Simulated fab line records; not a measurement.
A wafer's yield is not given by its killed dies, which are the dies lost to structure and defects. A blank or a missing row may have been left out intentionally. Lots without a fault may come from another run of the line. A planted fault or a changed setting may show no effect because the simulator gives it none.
What tool caused it? ; flow nandHarc ; 12 lots, 36 wafers sampled, at 1 step of a route of 1302

== WHAT EACH GAUGE READ, for each wafer ==
NHARC_A_SLIT_CD_MEAS_21.
lot;measured;on;cdNm (nm)
L075;day 20 09:25;cdSem-03;288.7 289.6 289.6
L078;day 21 17:46;cdSem-01;288.2 288.6 287.8
L080;day 22 06:40;cdSem-02;290.5 289.2 290.0
L081;day 22 18:45;cdSem-01;289.7 291.4 289.6
L082;day 23 19:17;cdSem-01;289.9 289.4 288.5
L084;day 24 23:56;cdSem-02;290.3 291.4 291.2
L087;day 25 15:32;cdSem-03;290.0 291.3 290.6
L090;day 26 23:52;cdSem-01;288.9 290.4 290.5
L093;day 27 11:07;cdSem-01;288.9 289.4 290.1
L091;day 27 15:01;cdSem-02;290.4 290.4 290.0
L095;day 28 19:17;cdSem-02;289.6 290.7 289.8
L096;day 29 15:10;cdSem-02;289.9 290.9 289.4

== EACH LOT AND THE TOOL THAT RAN IT (in order: tool; ch and the chambers of the sampled wafers; start) ==
The record holds no process step before these readings.

== THE ANSWER, worked out from the rows above alone ==
Rule: the lots themselves supply what counts as usual. The widest of any qualifying gaps counts: lots, ordered by their means at a reading, are off when they make up no more than a third of the lots, leave a main group of 4 or more, and stand apart from it by 3 or more times the standard deviation of that group's means. Not used: any main group whose means are identical at the precision the tables above print for the reading. A lot without any number at a reading at which 4 lots or more have one is off too. The other lots that the step has rows for count as sound.
Across all readings shown, no lot is off: no conclusion can be drawn from this.

== WHAT THE SIMULATOR PUT IN ==
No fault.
